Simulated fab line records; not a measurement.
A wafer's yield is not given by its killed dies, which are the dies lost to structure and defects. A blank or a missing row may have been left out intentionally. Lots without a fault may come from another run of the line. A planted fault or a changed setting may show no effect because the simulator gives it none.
Matching of chambers    flow n5-finfet    N5_BEOL_M0_DEP_125 on pecvd-03: 3 sister chambers
The step deposits SiCN from 3MS/NH3, target thk 8 nm, time 14 s. 3 wafers are shown with their chamber, then 8 later ones without.

WAFERS WITH THEIR CHAMBER
wafer   chamber  throttle-valve-pct (%)
L077.4  0        10.0
L084.1  1        8.6
L085.2  2        8.7

WAFERS WITH NO CHAMBER GIVEN
wafer   throttle-valve-pct (%)
L085.5  8.8
L085.6  10.2
L087.3  8.9
L087.4  8.4
L087.6  8.8
L095.1  8.5
L095.5  8.5
L095.6  10.3

WHICH CHAMBER EACH ONE RAN IN
wafer   from the rows above      in truth
L085.5  can't be placed: 2 or 1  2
L085.6  0                        0
L087.3  can't be placed: 2 or 1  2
L087.4  can't be placed: 1 or 2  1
L087.6  can't be placed: 2 or 1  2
L095.1  can't be placed: 1 or 2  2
L095.5  can't be placed: 1 or 2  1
L095.6  0                        0
Correctly placed: 2 of 8. Not placeable from these rows: 6 (in 6, the candidates include the true chamber). 0 placed wrongly.
How it was worked out, from the rows above alone: a wafer's distance from a chamber is the root of the sum, over the readings, of the square of ((its reading less the chamber's mean) divided by the reading's scatter). If the next closest chamber is less than 2 further off than the closest, the wafer can't be placed; otherwise it belongs to the closest. Each chamber's mean is taken over the wafers shown for it. The scatter: with one shown wafer a chamber, the root of the mean of the squares of how far each hidden wafer lies from its nearest shown one.
